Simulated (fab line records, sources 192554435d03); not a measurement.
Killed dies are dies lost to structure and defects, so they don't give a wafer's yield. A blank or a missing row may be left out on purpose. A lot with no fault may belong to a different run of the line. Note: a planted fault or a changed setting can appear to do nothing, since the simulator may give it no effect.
The tool behind it: which one? | flow n5_finfet | 24 lots with 72 wafers sampled at 5 steps, on a route of 1938 steps

## WHAT EACH GAUGE READ, for each wafer
N5_MOL_CONTACT_COAG_INSPECT_10: inspects for defects (brightfield). Usual: raw_defect_count 68, standard deviation 23.
lot  | measured     | on                | raw_defect_count | flag
L074 | day 4 19:52  | defect_inspect-01 | 63 67 94         |
L075 | day 4 20:23  | defect_inspect-02 | 85 58 88         |
L076 | day 5 04:11  | defect_inspect-01 | 60 73 68         |
L077 | day 5 14:19  | defect_inspect-02 | 46 74 38         |
L078 | day 5 20:32  | defect_inspect-01 | 86 106 98        |
L079 | day 6 00:42  | defect_inspect-02 | 43 66 74         |
L080 | day 6 06:10  | defect_inspect-02 | 24 40 33         |
L081 | day 6 09:38  | defect_inspect-01 | 112 53 41        |
L082 | day 6 14:49  | defect_inspect-01 | 76 58 37         |
L083 | day 6 21:58  | defect_inspect-01 | 142 36 47        |
L084 | day 7 06:55  | defect_inspect-02 | 57 69 56         |
L085 | day 7 15:01  | defect_inspect-02 | 48 93 62         |
L086 | day 7 19:24  | defect_inspect-02 | 39 113 91        |
L087 | day 8 00:25  | defect_inspect-01 | 65 57 60         |
L088 | day 8 05:13  | defect_inspect-01 | 54 50 35         |
L089 | day 8 10:51  | defect_inspect-02 | 91 74 62         |
L090 | day 8 15:50  | defect_inspect-02 | 50 55 71         |
L091 | day 9 01:36  | defect_inspect-01 | 67 63 66         |
L092 | day 9 08:57  | defect_inspect-02 | 116 61 73        |
L093 | day 9 19:21  | defect_inspect-02 | 43 126 61        |
L094 | day 9 22:59  | defect_inspect-02 | 81 109 80        |
L095 | day 10 02:10 | defect_inspect-01 | 99 153 86        |
L096 | day 10 08:30 | defect_inspect-02 | 67 82 80         |
L097 | day 10 10:22 | defect_inspect-01 | 55 48 58         |

N5_MOL_CONTACT_COAG_INSPECT_57: inspects for defects (brightfield). Usual: raw_defect_count 179, standard deviation 52.
lot  | measured     | on                | raw_defect_count | flag
L074 | day 5 06:37  | defect_inspect-01 | 133 149 152      |
L075 | day 5 06:00  | defect_inspect-02 | 201 207 199      |
L076 | day 5 12:15  | defect_inspect-02 | 177 206 141      |
L077 | day 6 01:34  | defect_inspect-02 | 162 156 136      |
L078 | day 6 06:02  | defect_inspect-02 | 177 167 228      |
L079 | day 6 11:50  | defect_inspect-02 | 180 139 194      |
L080 | day 6 15:18  | defect_inspect-02 | 176 233 133      |
L081 | day 6 18:19  | defect_inspect-02 | 156 173 124      |
L082 | day 7 01:25  | defect_inspect-01 | 143 140 189      |
L083 | day 7 12:14  | defect_inspect-01 | 108 139 119      |
L084 | day 7 16:02  | defect_inspect-02 | 187 156 167      |
L085 | day 8 02:22  | defect_inspect-02 | 190 182 169      |
L086 | day 8 06:59  | defect_inspect-02 | 149 175 182      |
L087 | day 8 09:48  | defect_inspect-01 | 189 277 283      |
L088 | day 8 16:45  | defect_inspect-01 | 214 225 193      |
L089 | day 8 19:49  | defect_inspect-01 | 347 249 282      |
L090 | day 9 03:13  | defect_inspect-01 | 229 185 165      |
L091 | day 9 10:30  | defect_inspect-01 | 249 166 169      |
L092 | day 9 18:54  | defect_inspect-01 | 147 182 149      |
L093 | day 10 07:06 | defect_inspect-02 | 99 119 125       |
L094 | day 10 07:36 | defect_inspect-02 | 262 211 245      |
L095 | day 10 10:19 | defect_inspect-02 | 193 228 225      |
L096 | day 10 17:31 | defect_inspect-01 | 131 187 136      |
L097 | day 10 20:26 | defect_inspect-02 | 246 239 197      |

## WHICH TOOL RAN EACH LOT (tool, then ch and the chambers of the sampled wafers, then the start)
lot  | N5_MOL_CONTACT_COAG_ETCH_105       | N5_MOL_CONTACT_COAG_PRE_CLEAN_141 | N5_MOL_CONTACT_COAG_CO_FILL_22
L074 | rie_diel-04 ch 0,2, day 4 19:57    | pvd_sputter-01, day 4 22:49       | cvd_co-01 ch 0,1, day 4 22:59
L075 | rie_diel-02 ch 0,2,3, day 4 20:34  | pvd_sputter-01, day 4 22:39       | cvd_co-02 ch 0,1, day 4 22:53
L076 | rie_diel-06 ch 0,1,2, day 5 04:20  | pvd_sputter-01, day 5 06:10       | cvd_co-01 ch 0,1, day 5 06:20
L077 | rie_diel-02 ch 0,2,3, day 5 14:24  | pvd_sputter-03, day 5 19:31       | cvd_co-02 ch 0,2, day 5 19:41
L078 | rie_diel-04 ch 1,2,3, day 5 20:37  | pvd_sputter-02, day 5 23:16       | cvd_co-01 ch 0,2, day 5 23:27
L079 | rie_diel-02 ch 1,2,3, day 6 00:47  | pvd_sputter-02, day 6 04:38       | cvd_co-02 ch 0,1, day 6 04:49
L080 | rie_diel-04 ch 0,1,2, day 6 06:16  | pvd_sputter-03, day 6 08:40       | cvd_co-01 ch 0,2, day 6 08:50
L081 | rie_diel-06 ch 0,1,2, day 6 09:44  | pvd_sputter-01, day 6 12:07       | cvd_co-02 ch 0,1,2, day 6 12:39
L082 | rie_diel-02 ch 0,2,3, day 6 14:55  | pvd_sputter-03, day 6 16:38       | cvd_co-02 ch 1,2, day 6 16:53
L083 | rie_diel-02 ch 0,1,3, day 6 22:03  | pvd_sputter-02, day 7 00:45       | cvd_co-01 ch 1,2, day 7 00:56
L084 | rie_diel-04 ch 0,2,3, day 7 07:08  | pvd_sputter-02, day 7 09:10       | cvd_co-01 ch 0,1,2, day 7 09:20
L085 | rie_diel-06 ch 0,1,2, day 7 15:07  | pvd_sputter-01, day 7 18:38       | cvd_co-01 ch 0,1, day 7 18:49
L086 | rie_diel-04 ch 2,3, day 7 19:29    | pvd_sputter-03, day 7 23:16       | cvd_co-01 ch 0,1,2, day 7 23:27
L087 | rie_diel-02 ch 1,2,3, day 8 00:30  | pvd_sputter-01, day 8 03:21       | cvd_co-01 ch 0,1,2, day 8 03:32
L088 | rie_diel-04 ch 0,1,2, day 8 05:19  | pvd_sputter-03, day 8 08:23       | cvd_co-02 ch 0,1, day 8 08:35
L089 | rie_diel-02 ch 2,3, day 8 10:56    | pvd_sputter-03, day 8 12:43       | cvd_co-01 ch 1,2, day 8 12:55
L090 | rie_diel-06 ch 0,2,3, day 8 15:55  | pvd_sputter-03, day 8 19:13       | cvd_co-02 ch 1,2, day 8 19:25
L091 | rie_diel-02 ch 1,2,3, day 9 01:41  | pvd_sputter-02, day 9 03:17       | cvd_co-01 ch 0,1, day 9 03:28
L092 | rie_diel-06 ch 0,3, day 9 09:02    | pvd_sputter-02, day 9 11:17       | cvd_co-02 ch 0,1,2, day 9 11:30
L093 | rie_diel-02 ch 2,3, day 9 19:37    | pvd_sputter-01, day 10 00:53      | cvd_co-01 ch 1,2, day 10 01:04
L094 | rie_diel-04 ch 0,2, day 9 23:05    | pvd_sputter-01, day 10 01:32      | cvd_co-01 ch 0,1,2, day 10 01:43
L095 | rie_diel-04 ch 1,2,3, day 10 02:16 | pvd_sputter-01, day 10 03:52      | cvd_co-02 ch 1,2, day 10 04:03
L096 | rie_diel-04 ch 0,1,2, day 10 08:47 | pvd_sputter-01, day 10 11:18      | cvd_co-02 ch 1,2, day 10 11:29
L097 | rie_diel-04 ch 0,3, day 10 10:55   | pvd_sputter-03, day 10 13:44      | cvd_co-01 ch 0,1,2, day 10 13:58
- N5_MOL_CONTACT_COAG_ETCH_105: etches SiARC in CF4, target depth 15.6 nm, time 26 s.
- N5_MOL_CONTACT_COAG_PRE_CLEAN_141: time 60 s.
- N5_MOL_CONTACT_COAG_CO_FILL_22: material Co, precursor CCTBA/H2, target thk 20 nm.

## WHAT THE TOOLS THEMSELVES READ (means of the sampled wafers that have a number; where no wafer has one, the mark that the record gives instead)
N5_MOL_CONTACT_COAG_ETCH_105. Usual: drypump_motor_current_A 5.6 A, standard deviation 0.54; etch_rf_on_time_s 25.8 s, standard deviation 0.45; oes_product_au 0.71 a.u., standard deviation 0.078; rf_vpp_V 184.2 V, standard deviation 1.1; showerhead_plenum_p_Torr 2.15 Torr, standard deviation 0.06; throttle_valve_pct 15.51 %, standard deviation 0.23.
lot  | tool        | drypump_motor_current_A (A) | etch_rf_on_time_s (s) | oes_product_au (a.u.) | rf_vpp_V (V) | showerhead_plenum_p_Torr (Torr) | throttle_valve_pct (%) | flag
L074 | rie_diel-04 | 5.9                         | 25.5                  | 0.78                  | 184.7        | 2.19                            | 15.14                  |
L075 | rie_diel-02 | 5.3                         | 25.9                  | 0.71                  | 184.1        | 2.16                            | 15.61                  |
L076 | rie_diel-06 | 5.7                         | 26.0                  | 0.66                  | 184.1        | 2.14                            | 15.66                  |
L077 | rie_diel-02 | 5.3                         | 25.8                  | 0.69                  | 183.1        | 2.15                            | 15.62                  |
L078 | rie_diel-04 | 5.4                         | 25.3                  | 0.71                  | 183.9        | 2.16                            | 15.50                  |
L079 | rie_diel-02 | 5.8                         | 25.5                  | 0.78                  | 185.2        | 2.18                            | 15.43                  |
L080 | rie_diel-04 | 5.6                         | 25.5                  | 0.72                  | 183.9        | 2.17                            | 15.34                  |
L081 | rie_diel-06 | 5.7                         | 26.0                  | 0.74                  | 183.9        | 2.14                            | 15.51                  |
L082 | rie_diel-02 | 5.3                         | 26.0                  | 0.68                  | 183.9        | 2.15                            | 15.64                  |
L083 | rie_diel-02 | 5.9                         | 26.1                  | 0.72                  | 183.8        | 2.13                            | 15.52                  |
L084 | rie_diel-04 | 5.6                         | 25.7                  | 0.73                  | 184.4        | 2.17                            | 15.32                  |
L085 | rie_diel-06 | 5.7                         | 26.3                  | 0.70                  | 184.4        | 2.13                            | 15.53                  |
L086 | rie_diel-04 | 5.3                         | 25.6                  | 0.74                  | 185.0        | 2.17                            | 15.40                  |
L087 | rie_diel-02 | 5.9                         | 25.7                  | 0.75                  | 185.2        | 2.17                            | 15.47                  |
L088 | rie_diel-04 | 5.6                         | 25.9                  | 0.70                  | 184.5        | 2.16                            | 15.38                  |
L089 | rie_diel-02 | 5.6                         | 25.7                  | 0.73                  | 184.5        | 2.22                            | 15.47                  |
L090 | rie_diel-06 | 5.6                         | 26.1                  | 0.65                  | 183.2        | 2.11                            | 15.64                  |
L091 | rie_diel-02 | 5.8                         | 25.5                  | 0.74                  | 183.9        | 2.17                            | 15.48                  |
L092 | rie_diel-06 | 5.3                         | 26.3                  | 0.60                  | 184.0        | 2.11                            | 15.78                  |
L093 | rie_diel-02 | 5.6                         | 25.5                  | 0.72                  | 185.3        | 2.22                            | 15.49                  |
L094 | rie_diel-04 | 5.9                         | 25.3                  | 0.73                  | 184.4        | 2.18                            | 15.22                  |
L095 | rie_diel-04 | 5.4                         | 25.6                  | 0.68                  | 183.7        | 2.15                            | 15.56                  |
L096 | rie_diel-04 | 5.6                         | 25.4                  | 0.69                  | 183.9        | 2.15                            | 15.41                  |
L097 | rie_diel-04 | 5.8                         | 25.9                  | 0.68                  | 184.5        | 2.16                            | 15.47                  |

N5_MOL_CONTACT_COAG_PRE_CLEAN_141. Usual: heater_power_w 478 W, standard deviation 58; susceptor_temp_C 300.01 C, standard deviation 0.2.
lot  | tool           | heater_power_w (W) | susceptor_temp_C (C) | flag
L074 | pvd_sputter-01 | 517                | 300.02               |
L075 | pvd_sputter-01 | 536                | 299.99               |
L076 | pvd_sputter-01 | 474                | 300.06               |
L077 | pvd_sputter-03 | 424                | 300.31               |
L078 | pvd_sputter-02 | 469                | 299.90               |
L079 | pvd_sputter-02 | 521                | 299.93               |
L080 | pvd_sputter-03 | 443                | 300.07               |
L081 | pvd_sputter-01 | 472                | 300.07               |
L082 | pvd_sputter-03 | 434                | 300.18               |
L083 | pvd_sputter-02 | 466                | 299.93               |
L084 | pvd_sputter-02 | 502                | 300.08               |
L085 | pvd_sputter-01 | 494                | 299.92               |
L086 | pvd_sputter-03 | 463                | 300.15               |
L087 | pvd_sputter-01 | 535                | 299.88               |
L088 | pvd_sputter-03 | 437                | 299.99               |
L089 | pvd_sputter-03 | 435                | 299.77               |
L090 | pvd_sputter-03 | 418                | 299.96               |
L091 | pvd_sputter-02 | 534                | 299.92               |
L092 | pvd_sputter-02 | 532                | 300.31               |
L093 | pvd_sputter-01 | 526                | 299.80               |
L094 | pvd_sputter-01 | 466                | 299.96               |
L095 | pvd_sputter-01 | 486                | 299.95               |
L096 | pvd_sputter-01 | 494                | 299.93               |
L097 | pvd_sputter-03 | 459                | 300.07               |

N5_MOL_CONTACT_COAG_CO_FILL_22. Usual: heater_power_w 234 W, standard deviation 25; susceptor_temp_C 199.99 C, standard deviation 0.16.
lot  | tool      | heater_power_w (W) | susceptor_temp_C (C) | flag
L074 | cvd_co-01 | 229                | 199.97               |
L075 | cvd_co-02 | 224                | 199.98               |
L076 | cvd_co-01 | 222                | 200.07               |
L077 | cvd_co-02 | 239                | 199.86               |
L078 | cvd_co-01 | 218                | 200.19               |
L079 | cvd_co-02 | 255                | 199.94               |
L080 | cvd_co-01 | 220                | 200.00               |
L081 | cvd_co-02 | 249                | 199.89               |
L082 | cvd_co-02 | 265                | 199.86               |
L083 | cvd_co-01 | 231                | 199.98               |
L084 | cvd_co-01 | 220                | 199.95               |
L085 | cvd_co-01 | 226                | 200.00               |
L086 | cvd_co-01 | 226                | 200.03               |
L087 | cvd_co-01 | 227                | 199.84               |
L088 | cvd_co-02 | 254                | 200.01               |
L089 | cvd_co-01 | 233                | 200.09               |
L090 | cvd_co-02 | 271                | 199.93               |
L091 | cvd_co-01 | 226                | 200.01               |
L092 | cvd_co-02 | 245                | 199.91               |
L093 | cvd_co-01 | 229                | 199.98               |
L094 | cvd_co-01 | 230                | 200.01               |
L095 | cvd_co-02 | 271                | 199.97               |
L096 | cvd_co-02 | 270                | 200.11               |
L097 | cvd_co-01 | 229                | 199.92               |

## THE ANSWER, worked out from the rows above alone
Rule: take the mean of a lot's wafers that have a number; if it is more than 3 standard deviations from the usual mean, the lot is off. Also off: a lot with no number at a reading for which 4 or more lots have one. All remaining lots with rows at the step are treated as sound. After the gauges, taken in route order, come the tools' own readings; for these a lot's mean is taken, as printed above. At the first step where some lot is off, the reading lying furthest off is the one used; lots without a number count as furthest.
Across all readings shown, no lot is off: no conclusion can be drawn from this.

## WHAT WAS PUT IN BY THE SIMULATOR
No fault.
